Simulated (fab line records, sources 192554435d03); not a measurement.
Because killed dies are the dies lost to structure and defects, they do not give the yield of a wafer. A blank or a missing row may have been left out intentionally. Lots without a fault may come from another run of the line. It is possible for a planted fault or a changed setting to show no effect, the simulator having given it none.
The same fault as seen by 2 desks + flow n5 finfet + what lay behind the numbers comes last; until then each desk has only its own

THE DEFECT DESK
Inspection counts along the route, by lot: the mean over sampled wafers that carry a number. A lot is out of limits, marked OUT, if its mean lies more than 4 standard deviations from the usual mean; the brackets give that distance.
Columns: A = raw defect count at N5_PMOS_HMC_CHANNEL_EPI_INSPECT_30, usual 18; B = raw defect count at N5_FIN_SAQP_INSPECT_40, usual 259; C = raw defect count at N5_FIN_CUT_INSPECT_10, usual 47; D = raw defect count at N5_FIN_CUT_INSPECT_17, usual 267
| lot  | first seen here | A             | B   | C              | D   |
|------|-----------------|---------------|-----|----------------|-----|
| L602 | day 1 20:18     | 21            | 258 | 56             | 285 |
| L605 | day 2 14:02     | 12            | 205 | 32             | 229 |
| L606 | day 2 20:56     | 19            | 258 | 50             | 237 |
| L610 | day 3 21:50     | 21            | 266 | 50             | 264 |
| L614 | day 4 21:46     | 20            | 390 | 72             | 416 |
| L620 | day 6 08:31     | 116 (+17) OUT | 347 | 143 (+7.4) OUT | 370 |
| L624 | day 7 08:36     | 20            | 193 | 30             | 202 |
| L625 | day 7 14:17     | 15            | 338 | 66             | 372 |
Finding of this desk: L620 out of limits; the first was L620 at day 6 08:31, on raw defect count at N5_PMOS_HMC_CHANNEL_EPI_INSPECT_30. L602, L605, L606, L610, L614, L624, L625: within limits.

AT THE METROLOGY DESK
What the gauges read, lot by lot, whatever tool the lot ran on: means of the sampled wafers that have a number. A lot is out of limits, marked OUT, if its mean lies more than 4 standard deviations from the usual mean; the brackets give that distance. It has 10 readings; the 7 that lie furthest out on some lot are the ones shown.
Columns: A = DIBL_N at N5_BEOL_M4_RC_MEAS_101, usual 36.4 mV/V; B = DIBL_P at N5_BEOL_M4_RC_MEAS_101, usual 36.2 mV/V; C = IOFF_N at N5_BEOL_M4_RC_MEAS_101, usual 0.159 nA/um; D = IOFF_P at N5_BEOL_M4_RC_MEAS_101, usual 0.21 nA/um; E = ION_N at N5_BEOL_M4_RC_MEAS_101, usual 670 uA/um; F = ION_P at N5_BEOL_M4_RC_MEAS_101, usual 459 uA/um; G = SS_N at N5_BEOL_M4_RC_MEAS_101, usual 71.5 mV/dec
| lot  | first seen here | A    | B    | C     | D    | E   | F   | G    |
|------|-----------------|------|------|-------|------|-----|-----|------|
| L602 | day 8 20:48     | 36.3 | 37.4 | 0.156 | 0.20 | 668 | 455 | 71.3 |
| L605 | day 9 17:08     | 38.4 | 36.7 | 0.218 | 0.27 | 693 | 473 | 72.4 |
| L606 | day 9 19:52     | 35.6 | 36.5 | 0.169 | 0.22 | 676 | 462 | 71.3 |
| L610 | day 11 16:36    | 35.2 | 36.1 | 0.148 | 0.17 | 667 | 452 | 72.0 |
| L614 | day 12 08:26    | 36.3 | 34.2 | 0.140 | 0.20 | 663 | 460 | 71.3 |
| L620 | day 13 02:19    | 37.1 | 38.9 | 0.177 | 0.26 | 677 | 468 | 71.8 |
| L624 | day 14 19:29    | 35.5 | 37.0 | 0.157 | 0.22 | 666 | 463 | 71.4 |
| L625 | day 14 23:20    | 34.2 | 35.3 | 0.137 | 0.23 | 663 | 466 | 71.2 |
This desk found nothing out of limits on any of the 8 lots.

ALL TOGETHER
The defect desk could have raised an alarm at day 6 08:31, on L620.
The metrology desk saw nothing out of limits.
The metrology desk has L620 on record, within its limits.
Of the lots named, all ran N5_PMOS_HMC_CHANNEL_EPI_PRECLEAN_37 on wet bench-03.

WHAT HAD BEEN PUT IN BY THE SIMULATOR
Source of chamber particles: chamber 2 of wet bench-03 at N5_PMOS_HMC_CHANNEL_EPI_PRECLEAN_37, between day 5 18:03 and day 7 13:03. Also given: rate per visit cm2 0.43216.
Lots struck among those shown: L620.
Hours from the fault's start to each desk's first reading out of limits: the defect desk, 14.
